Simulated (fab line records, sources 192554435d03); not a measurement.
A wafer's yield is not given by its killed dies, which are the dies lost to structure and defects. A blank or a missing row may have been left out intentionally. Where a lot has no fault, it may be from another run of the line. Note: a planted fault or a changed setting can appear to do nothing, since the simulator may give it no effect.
One fault seen from 3 desks    flow n5_finfet    numbers are kept per desk, each desk with only its own; the story behind them comes last

## THE TOOL OWNER'S DESK: rie_diel-03
The tool's own readings at N5_BEOL_M11_VIA_ETCH_34 (etches SiCOH lowk in C4F6/O2, target depth 184.5 nm, time 69.2 s): means of the sampled wafers that have a number, for each lot that ran on this tool. Marked OUT: a lot whose mean sits more than 4 standard deviations from the usual mean, which makes it out of limits; the brackets give that distance.
Columns: A = drypump_motor_current_A at N5_BEOL_M11_VIA_ETCH_34, usual 5.8 A; B = oes_product_au at N5_BEOL_M11_VIA_ETCH_34, usual 0.78 a.u.; C = rf_fwd_power_W at N5_BEOL_M11_VIA_ETCH_34, usual 341.7 W; D = rf_vpp_V at N5_BEOL_M11_VIA_ETCH_34, usual 666 V; E = showerhead_plenum_p_Torr at N5_BEOL_M11_VIA_ETCH_34, usual 2.90 Torr; F = throttle_valve_pct at N5_BEOL_M11_VIA_ETCH_34, usual 20.8 %
lot   first seen here  A    B     C                D    E     F
L778  day 11 20:12     6.0  0.72  370.3 (+20) OUT  649  2.92  21.0
L792  day 15 12:16     5.4  0.74  342.7            669  2.91  20.7
Finding of this desk: L778 out of limits; the first was L778 at day 11 20:12, on rf_fwd_power_W at N5_BEOL_M11_VIA_ETCH_34. In limits: L792.

## THE DEFECT DESK
Per lot, the means of the sampled wafers with a number show what the inspections along the route counted. Marked OUT: a lot whose mean sits more than 4 standard deviations from the usual mean, which makes it out of limits; the brackets give that distance.
Columns: A = raw_defect_count at N5_BEOL_M11_INSPECT_30, usual 399
lot   first seen here  A
L778  day 11 19:58     354
L777  day 11 20:08     309
L792  day 15 12:01     250
L793  day 16 03:09     276
L794  day 16 03:38     377
This desk's finding: nothing out of limits on any of the 5 lots.

## THE METROLOGY DESK
What the gauges read, lot by lot, whatever tool the lot ran on: means of the sampled wafers that have a number. Marked OUT: a lot whose mean sits more than 4 standard deviations from the usual mean, which makes it out of limits; the brackets give that distance.
Columns: A = cd_nm at N5_BEOL_M11_CD_MEAS_28, usual 69.7 nm; B = V10_OVL at N5_BEOL_M11_OVL_MEAS_29, usual 0.2 nm
lot   first seen here  A     B
L778  day 11 19:55     69.4  0.6
L777  day 11 20:04     69.7  -0.0
L792  day 15 11:58     70.2  -0.0
L793  day 16 03:06     69.7  1.1
L794  day 16 03:34     69.2  -0.5
This desk's finding: nothing out of limits on any of the 5 lots.

## PUT TOGETHER
On L778, at day 11 20:12, an alarm was possible from the tool owner's desk.
No out-of-limits result turned up at the defect desk.
From the metrology desk's view, nothing was out of limits.
The defect desk has L778 on record, within its limits.
The metrology desk holds a record of L778, inside its limits.
Of the lots named, all ran N5_BEOL_M11_VIA_ETCH_34 on rie_diel-03.

## WHAT THE SIMULATOR HAD PUT IN
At N5_BEOL_M11_VIA_ETCH_34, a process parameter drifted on rie_diel-03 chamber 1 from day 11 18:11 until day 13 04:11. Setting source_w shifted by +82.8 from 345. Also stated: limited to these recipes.
Lots struck among those shown: L778.
Time in hours from fault onset to the first out-of-limits reading at each desk: the tool owner's desk, 2.
